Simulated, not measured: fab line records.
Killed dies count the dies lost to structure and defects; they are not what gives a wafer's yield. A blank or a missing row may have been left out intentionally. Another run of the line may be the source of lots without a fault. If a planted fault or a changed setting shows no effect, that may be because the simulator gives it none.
Comparing a struck lot with a sound one + flow nand-harc + 13 out of 1302 route steps
Sound: these wafers, L680.1, L680.4, L680.6. The struck wafers were L678.3, L678.4, L678.6. Last of all comes the cause.
Per side, at each step with rows, come the tool, then ch with its chambers, and then its first start. Under that, the readings that differ: sound wafers + struck wafers + difference of the means + sigmas: that difference in standard deviations of wafers without a fault.
alike: readings with means less than 2 such deviations apart, plus words and numbers identical on both sides. not compared: withheld readings, readings lacking a value on some wafer, bounds such as >300 that could conceal the same value, and numbers that have no deviation in the record and whose values overlap.
Wherever a step has rows on one side only, a row that says differs or no value, or a row with sigmas, the two part there. Non-overlapping numbers with no deviation appear without sigmas and do not part them. A reading missing from all wafers of one side parts the sides only when that side holds two or more wafers.

NHARC_P_CONTACT_CMP_24: polishes, t overpolish 30 s, target thk 200 nm.
  sound on cmp-01 ch 1,2,3, day 12 06:38; struck on cmp-02 ch 2,3, day 10 22:27
  alike: motor-current-A, overpolish-run-s, slurry-filter-dp-kPa, slurry-flow-ml-min, time-to-endpoint-s
  not compared: pad-life-wafers
then, 1 step without rows for these wafers: NHARC_P_CONTACT_SRD_26.
NHARC_P_CONTACT_INSPECT_27:
  struck on defect-inspect-01, day 10 22:51; sound on defect-inspect-01, day 12 06:59
  alike: raw-defect-count
then, 8 steps without rows for these wafers: NHARC_P_M0_DEP_00 (deposits SiOC, target thk 150 nm); NHARC_P_M0_DEHYDRATE_01 (time 120 s); NHARC_P_M0_HMDS_02 (time 30 s); NHARC_P_M0_COAT_33 (time 65 s); NHARC_P_M0_COAT_03 (resist thk 90 nm); NHARC_P_M0_SOFTBAKE_04 (time 55 s); NHARC_P_M0_EBR_05; NHARC_P_M0_EXPOSE_06 (exposes mask P M0, target cd 90 nm).
NHARC_P_M0_PEB_07: peb time 65 s.
  struck on litho-track-04, day 10 23:56; sound on litho-track-04 ch 0, day 12 07:41
  no value came back on the struck wafers for chill-plate-temp-C (C), exhaust-pa (Pa); on the sound wafers chill-plate-temp-C (C) reads 22.92 23.05 22.93
then, 1 step without rows for these wafers: NHARC_P_M0_DEVELOP_08 (develop time 35 s).

WHERE THEY PART
At NHARC_P_M0_PEB_07 and nowhere else, as far as this record goes.

WHY: the cause the simulator had injected
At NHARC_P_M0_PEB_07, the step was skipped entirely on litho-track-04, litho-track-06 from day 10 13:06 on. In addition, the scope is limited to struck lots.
